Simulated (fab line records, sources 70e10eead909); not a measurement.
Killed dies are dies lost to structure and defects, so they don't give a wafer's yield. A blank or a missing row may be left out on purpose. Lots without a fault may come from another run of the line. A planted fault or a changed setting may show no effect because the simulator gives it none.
Tool commonality check | flow nand_harc | 13 lots, 39 wafers sampled

WHY IT WAS OPENED
At NHARC_P_GATE_CD_MEAS_26 the reading cd_nm is flagged on 2 of 13 lots. Wafers without a fault read 120.1 nm, standard deviation 0.49.
Rule: a lot is flagged when every wafer of it that has a number lies more than 4 standard deviations from that mean, or none has a number. The other lots count as sound.

lot  | measured     | on        | cd_nm (nm), wafer by wafer | flag
L503 | day 5 16:58  | cd_sem-01 | 120.5 120.2 120.2          |
L509 | day 7 21:42  | cd_sem-02 | 126.2 126.0 126.6          | FLAGGED
L511 | day 8 17:41  | cd_sem-03 | 127.5 125.8 126.8          | FLAGGED
L514 | day 9 23:17  | cd_sem-03 | 119.9 119.8 119.6          |
L516 | day 11 03:38 | cd_sem-02 | 119.8 119.6 119.6          |
L517 | day 11 04:24 | cd_sem-03 | 120.4 119.6 121.1          |
L518 | day 11 18:38 | cd_sem-03 | 119.5 120.6 120.0          |
L519 | day 11 19:18 | cd_sem-02 | 120.5 119.5 119.1          |
L520 | day 12 16:41 | cd_sem-02 | 121.1 120.4 120.5          |
L521 | day 12 16:51 | cd_sem-01 | 121.0 119.6 120.3          |
L523 | day 13 23:07 | cd_sem-01 | 119.2 119.0 120.3          |
L524 | day 14 07:14 | cd_sem-03 | 119.3 119.5 119.3          |
L525 | day 14 13:46 | cd_sem-02 | 120.4 120.5 119.8          |
The numbers of the flagged lots are 126.5 nm on average: +6.4 nm against the usual, or +13 standard deviations.

WHICH TOOL RAN EACH LOT
The record holds 1 process step before the reading, out of a route of 1302 steps. In each cell: the tool, then ch and the chambers that the sampled wafers went through, then the start.
lot  | flag    | NHARC_P_GATE_PEB_24
L503 |         | litho_track-01 ch 0, day 5 16:52
L509 | FLAGGED | litho_track-01 ch 0, day 7 21:37
L511 | FLAGGED | litho_track-01 ch 0, day 8 17:36
L514 |         | litho_track-06 ch 0, day 9 23:12
L516 |         | litho_track-01 ch 0, day 11 03:34
L517 |         | litho_track-01 ch 0, day 11 04:19
L518 |         | litho_track-01 ch 0, day 11 18:33
L519 |         | litho_track-04 ch 0, day 11 19:13
L520 |         | litho_track-04 ch 0, day 12 16:37
L521 |         | litho_track-01 ch 0, day 12 16:46
L523 |         | litho_track-06 ch 0, day 13 23:02
L524 |         | litho_track-04 ch 0, day 14 07:10
L525 |         | litho_track-04 ch 0, day 14 13:41
What these steps do:
- NHARC_P_GATE_PEB_24: peb time 65 s.
- NHARC_P_GATE_CD_MEAS_26: target cd 120 nm.

FLAGGED OVER TOTAL, TOOL BY TOOL (the gauges that took the reading come last)
step                    | tool           | lots run | flagged | share of the flagged lots | sound lots run after its first flagged lot
NHARC_P_GATE_PEB_24     | litho_track-01 | 7        | 2       | all                       | 4 (L516,L517,L518,L521)
NHARC_P_GATE_PEB_24     | litho_track-04 | 4        | 0       | none                      | -
NHARC_P_GATE_PEB_24     | litho_track-06 | 2        | 0       | none                      | -
NHARC_P_GATE_CD_MEAS_26 | cd_sem-01      | 3        | 0       | none                      | -
NHARC_P_GATE_CD_MEAS_26 | cd_sem-02      | 5        | 1       | some                      | 4 (L516,L519,L520,L525)
NHARC_P_GATE_CD_MEAS_26 | cd_sem-03      | 5        | 1       | some                      | 4 (L514,L517,L518,L524)

WHAT THE TABLE ALLOWS
1 row of the table ran every flagged lot: litho_track-01 at NHARC_P_GATE_PEB_24.
- litho_track-01 at NHARC_P_GATE_PEB_24: 2 of its 7 lots flagged. Sound lots ran on it after the first flagged one (L516, L517, L518, L521), which a lasting fault on the whole tool wouldn't allow. Its own readings lie more than 4 standard deviations out on every wafer of the flagged lots: heater_power_total_W, plate_temp_C.
No row of the table ran every flagged lot and no sound lot after the first.

WHAT THE SIMULATOR HAD PUT IN
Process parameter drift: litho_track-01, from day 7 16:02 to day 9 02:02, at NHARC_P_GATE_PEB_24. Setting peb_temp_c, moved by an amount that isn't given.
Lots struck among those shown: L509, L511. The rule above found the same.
